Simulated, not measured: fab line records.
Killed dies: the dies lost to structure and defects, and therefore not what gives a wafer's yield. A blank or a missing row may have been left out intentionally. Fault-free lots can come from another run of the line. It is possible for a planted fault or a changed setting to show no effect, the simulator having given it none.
Shared-tool check	flow nand_harc	3 lots, 9 wafers sampled

== WHAT PROMPTED THE OPENING ==
Flagged at NHARC_END_SORT_01: reading killed_at_periphery, on 3 of 3 lots. Fault-free wafers read 4.0, with a standard deviation of 2.6.
Rule: flag the lot when none of its wafers has a number, or when each of its wafers that has one lies beyond 4 standard deviations from that mean. All remaining lots are regarded as sound.

lot	measured	on	killed_at_periphery, wafer by wafer	flag
L929	day 25 04:55	prober-01	651 660 656	FLAGGED
L930	day 25 23:07	prober-01	613 617 631	FLAGGED
L931	day 25 23:10	prober-02	592 591 591	FLAGGED
Flagged lots average 622.4: +618.4 relative to the usual, that is +99 or more standard deviations.

== WHICH TOOL EACH LOT WENT THROUGH ==
The record holds 3 process steps before the reading, out of a route of 1302 steps. Every cell lists first the tool, next ch and the chambers used by the sampled wafers, and last the start.
lot	flag	NHARC_P_GATE_ETCH_14	NHARC_THIN_TSV_DEGAS_49	NHARC_THIN_TSV_PRE_CLEAN_50
L929	FLAGGED	wet_bench-03 ch 1,2,5, day 5 15:44	no row	no row
L930	FLAGGED	wet_bench-02 ch 0,5,7, day 5 22:00	no row	no row
L931	FLAGGED	wet_bench-09 ch 0,2,5, day 6 08:11	no row	no row
These steps, and what they do:
- NHARC_P_GATE_ETCH_14: etches SiO2 in dHF, target depth 48.8 nm.
- NHARC_THIN_TSV_DEGAS_49: time 120 s.
- NHARC_THIN_TSV_PRE_CLEAN_50: time 30 s.
- NHARC_END_SORT_01

== FLAGGED OVER TOTAL, TOOL BY TOOL (the gauges that took the reading come last) ==
step	tool	lots run	flagged	share of the flagged lots	sound lots run after its first flagged lot
NHARC_P_GATE_ETCH_14	wet_bench-02	1	1	some	0
NHARC_P_GATE_ETCH_14	wet_bench-03	1	1	some	0
NHARC_P_GATE_ETCH_14	wet_bench-09	1	1	some	0
NHARC_END_SORT_01	prober-01	2	2	some	0
NHARC_END_SORT_01	prober-02	1	1	some	0

== WHAT IS ALLOWED BY THE TABLE ==
No row of the table ran every flagged lot.

== WHAT THE SIMULATOR HAD INSERTED ==
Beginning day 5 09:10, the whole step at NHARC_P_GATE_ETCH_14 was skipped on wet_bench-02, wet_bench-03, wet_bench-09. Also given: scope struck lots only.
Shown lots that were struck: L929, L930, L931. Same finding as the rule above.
